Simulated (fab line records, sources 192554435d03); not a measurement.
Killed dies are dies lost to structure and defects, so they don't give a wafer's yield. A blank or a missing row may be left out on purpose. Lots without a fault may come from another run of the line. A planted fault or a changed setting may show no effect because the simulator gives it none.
fab line records | flow n5_finfet
record lots=4 wafers=12 last_day=19
route steps=1938 shown BEOL_M3@948 BEOL_M4@1111
lots that met no fault: from a run of the same line without faults
start_h: hours from the record's first day to the start of the lot's first wafer shown | wait_h: hours since the lot's step before | " the same as in the row above | L1.1+2: a row that stands for several wafers | - no value, or no start given | * or withheld: withheld | < > ~ a bound
route shown NAME@n: a module of which the file shows steps, and the number in the route of the first | usual: mean/standard deviation of fault-free wafers | same: alike in all rows | chamber/n: place in a boat | sites: the reading at each site | _std_site: their standard deviation | _edge_site: outer sites' mean less inner sites' | radius_mm: how far each site lies from the wafer's centre | mask NAME#n: copy n | behind: the tool/chamber that last shaped the wafer | hold: why the lot was held/for how many hours/how that ended | device: the transistor (n, p or np) that didn't switch | end of line: the same wafers' tests at the end of the route | a step without rows: its recipe alone | killed: dies lost to structure and defects at the first sort, not the wafer's yield | map: a wafer's dies, x killed, . not, _ none there
set.NAME: the setting as run; set.NAME@STEP: as run at that earlier step | model.NAME: the simulator's own value behind a step, which no gauge read
lots at some steps of the route; a table a step, a row a wafer
services: from which hour (start_h, from the record's first day; less than 0 if before it) a tool's chamber was out of use, for how many hours, and why
## steps
# step N5_BEOL_M3_ETCH_74
# recipe chemistry=N2/H2 target=underlayer target_depth_a=65 mask_material=CAR-EUV time_s=5.2 ion_energy_ev=200 pressure_mtorr=30 source_w=840 bias_w=150 n2_flow_sccm=200 h2_flow_sccm=200 ends=cleared
# step N5_BEOL_M3_ETCH_63
# recipe chemistry=CF4 target=SiARC target_depth_a=156 mask_material=CAR-EUV time_s=26 ion_energy_ev=80 pressure_mtorr=40 source_w=545 bias_w=36 Ar_flow_sccm=100 cf4_flow_sccm=100 ends=cleared
# step N5_BEOL_M3_ETCH_64
# recipe chemistry=N2/H2 target=SOC target_depth_a=750 overetch_a=150 mask_material=SiARC temp_c=40 time_s=112.5 ion_energy_ev=200 pressure_mtorr=30 source_w=840 bias_w=150 n2_flow_sccm=200 h2_flow_sccm=200
# step N5_BEOL_M3_STRIP_65
# recipe chemistry=N2/H2 temp_c=40 n2_flow_sccm=200 h2_flow_sccm=200 rf_frequency_hz=6e+07
# step N5_BEOL_M3_STRIP_75
# recipe chemistry=N2/H2 temp_c=40 n2_flow_sccm=200 h2_flow_sccm=200 rf_frequency_hz=6e+07
# step N5_BEOL_M3_STRIP_66
# recipe chemistry=CF4 resist=SiARC power_w=300 bias_power_w=75 pressure_mtorr=50 cf4_flow_sccm=150 rf_frequency_hz=6e+07
# step N5_BEOL_M3_HM_OPEN_17
# recipe chemistry=Cl2/BCl3 target_depth_a=200 overetch_a=60 target=TiN mask_material=SOC ion_energy_ev=150 pressure_mtorr=10 icp_w=1000 bias_w=126 Cl2_flow_sccm=53.25 bcl3_flow_sccm=21.75 Ar_flow_sccm=25
# step N5_BEOL_M3_STRIP_19
# recipe chemistry=O2 power_w=400 temp_c=40 pressure_mtorr=30 rf_frequency_hz=6e+07 bias_power_w=0 overash_fraction=0.2 o2_flow_sccm=225
# step N5_BEOL_M3_COAT_67
# recipe resist=SOC temp_c=250 time_s=60 spin_rpm=1500 resist_thk_nm=60
# step N5_BEOL_M3_COAT_68
# recipe resist=SiARC temp_c=220 time_s=60 spin_rpm=1500 resist_thk_nm=12
# step N5_BEOL_M3_COAT_76
# recipe resist=underlayer temp_c=205 time_s=60 spin_rpm=1500 resist_thk_nm=5
# step N5_BEOL_M3_COAT_22
# recipe resist=CAR-EUV spin_rpm=1500 resist_thk_nm=30
# usual chill_plate_temp_C=23.00/0.092 spin_speed_rpm=1499.7/1
# columns lot.wafer tool chamber start_h wait_h chill_plate_temp_C spin_speed_rpm model.CAR-EUV_of_BEOL_M3_COAT_22.thk_nm
L725.2 litho_track-05 0 178.59 - 23.00 1500.0 30
L725.5 " 0 " " 23.03 1498.3 30
L725.6 " 0 " " 23.02 1499.9 30
L734.1 litho_track-05 0 278.81 - 22.93 1061.9 35.6
L734.2 " 0 " " 22.88 1062.8 35.6
L734.5 " 0 " " 22.90 1062.5 35.6
L735.1 litho_track-05 0 281.89 - 23.00 1064.6 35.6
L735.3 " 0 " " 22.85 1063.1 35.6
L735.6 " 0 " " 23.11 1061.3 35.6
L742.1 litho_track-01 0 284.86 - 22.91 1498.2 30.2
L742.2 " 0 " " 23.14 1500.0 30.2
L742.3 " 0 " " 23.02 1497.7 30
# step N5_BEOL_M3_EBR_24
# recipe solvent=PGMEA ebr_width_mm=1.5
# step N5_BEOL_M3_SOFTBAKE_23
# recipe temp_c=110 time_s=60 resist=CAR-EUV
# step N5_BEOL_M3_EXPOSE_25
# recipe mask_id=V2 na=0.33 source_shape=quasar sigma_inner=0.2 sigma_outer=0.8 polarization=unpolarized defocus_nm=5 dose_mj=63
# step N5_BEOL_M3_PEB_26
# recipe peb_temp_c=100 peb_time_s=60 resist=CAR-EUV
# step N5_BEOL_M3_DEVELOP_27
# recipe develop_time_s=30 developer=TMAH resist=CAR-EUV rinse_liquid=surfactant_rinse dry=air_spin dev_temp_c=23
# step N5_BEOL_M3_DESCUM_33
# recipe chemistry=O2 time_s=7 source_power_w=50 bias_power_w=20 pressure_mtorr=20 rf_frequency_hz=2.712e+07 temp_c=40 resist=CAR-EUV o2_flow_sccm=225
# usual drypump_motor_current_A=5.8/0.38 oes_product_au=0.79/0.088 rf_vpp_V=243.0/1.3 showerhead_plenum_p_Torr=2.08/0.062 temp_c=40.01/0.1 throttle_valve_pct=20.44/0.14
# columns lot.wafer tool chamber start_h wait_h drypump_motor_current_A oes_product_au rf_hours_counter_h rf_vpp_V showerhead_plenum_p_Torr temp_c throttle_valve_pct model.CAR-EUV_of_BEOL_M3_COAT_22.thk_nm
L725.2 rie_diel-02 3 178.99 0.0 5.6 0.90 28 244.8 2.24 40.12 20.34 26.2
L725.5 " 3 " " 5.5 0.89 - 245.2 2.24 40.15 20.34 26.2
L725.6 " 0 " " 6.3 0.71 - 243.6 2.08 40.07 20.38 26.2
L734.1 rie_diel-04 0 279.34 0.0 5.5 0.70 230 242.3 2.06 40.15 20.55 31.6
L734.2 " 3 " " 6.0 0.87 72 243.4 2.05 40.07 20.39 31.8
L734.5 " 1 " " 5.4 0.77 - 241.7 2.02 39.89 20.55 31.6
L735.1 rie_diel-02 3 282.41 0.0 5.5 0.84 59 245.4 2.23 40.12 20.37 31.6
L735.3 " 2 " " 6.4 0.81 71 244.2 2.14 39.96 20.39 31.8
L735.6 " 3 " " 5.5 0.85 - 244.4 2.22 39.92 20.37 31.8
L742.1 rie_diel-04 1 285.38 0.0 5.4 0.76 120 241.9 2.02 40.00 20.56 26.2
L742.2 " 0 " " 5.5 0.68 232 243.1 2.06 40.07 20.53 26.2
L742.3 " 3 " " 6.1 0.85 74 241.6 2.05 40.01 20.37 26
# step N5_BEOL_M3_ETCH_77
# recipe chemistry=N2/H2 target=underlayer target_depth_a=65 mask_material=CAR-EUV time_s=5.2 ion_energy_ev=200 pressure_mtorr=30 source_w=840 bias_w=150 n2_flow_sccm=200 h2_flow_sccm=200 ends=cleared
# step N5_BEOL_M4_RC_MEAS_101
# usual DIBL_N=36.3/1.7 DIBL_P=36.5/2.1 IOFF_N=0.16/0.03 IOFF_P=0.22/0.035 ION_N=675/11 ION_P=465/7.1 SS_N=71.5/0.62 SS_P=73.3/0.64 VT_N=250/3.1 VT_P=-249.1/3
# columns lot.wafer tool chamber start_h wait_h DIBL_N[mV/V] DIBL_P[mV/V] IOFF_N[nA/um] IOFF_P[nA/um] ION_N[uA/um] ION_P[uA/um] SS_N[mV/dec] SS_P[mV/dec] VT_N[mV] VT_P[mV]
L725.2 prober-02 0 200.23 0.2 34.3 33.8 0.11 0.18 657 457 71.0 73.1 254 -256.1
L725.5 " 0 " " 37.8 38.0 0.17 0.25 687 477 71.0 74.2 250 -249.9
L725.6 " 0 " " 33.5 32.9 0.11 0.17 655 456 70.5 72.7 254 -253.8
L734.1 prober-02 0 307.25 0.0 38.4 38.1 0.20 0.27 694 471 71.7 74.1 244 -243.2
L734.2 " 0 " " 35.2 34.2 0.13 0.18 667 460 70.3 72.6 250 -249.3
L734.5 " 0 " " 37.1 35.5 0.15 0.20 671 461 71.2 73.0 251 -250.8
L735.1 prober-02 0 324.84 0.0 34.0 35.5 0.15 0.19 673 461 71.8 72.8 247 -250.5
L735.3 " 0 " " 32.5 34.6 0.13 0.18 652 449 69.9 73.1 253 -250.0
L735.6 " 0 " " 33.7 36.5 0.14 0.21 664 464 71.2 73.8 251 -247.5
L742.1 prober-02 0 332.04 0.0 35.3 37.3 0.16 0.22 697 477 71.7 73.4 247 -247.2
L742.2 " 0 " " 37.0 38.8 0.19 0.24 684 466 71.6 73.7 247 -247.8
L742.3 " 0 " " 36.2 38.5 0.17 0.26 688 474 71.9 74.0 247 -246.5
## services
# columns tool chamber start_h hours kind
rie_diel-02 1 157.61 19.4 repair
rie_diel-04 - 165.30 1.5 repair
litho_track-05 - 222.73 - consumable_replace:filter
rie_diel-04 2 276.93 - clean
rie_diel-04 2 276.93 - consumable_replace:focus_ring
rie_diel-04 2 276.93 23.6 scheduled_down
rie_diel-04 2 276.93 23.6 vent_cycle
litho_track-01 - 283.85 - consumable_replace:filter
## key
first_sign step=N5_BEOL_M3_COAT_22 reading=spin_speed_rpm direction=down sigmas=99+ usual=* struck=*
effect none on later readings
model_effect step=N5_BEOL_M3_COAT_22 value=CAR-EUV_of_BEOL_M3_COAT_22.thk_nm without=30 struck=35.6
model_effect step=N5_BEOL_M3_DESCUM_33 value=CAR-EUV_of_BEOL_M3_COAT_22.thk_nm without=26.03 struck=31.7
met_at N5_BEOL_M3_COAT_22
struck_wafers L734.1,L734.2,L734.5,L735.1,L735.3,L735.6
onset_between 178.59 278.81
fault kind=process_parameter_drift tool=litho_track-05 chamber=- onset_h=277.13 steps=N5_BEOL_M3_COAT_22 channel=spin_rpm offset=* shape=step end_h=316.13 acts_in=* stated=*
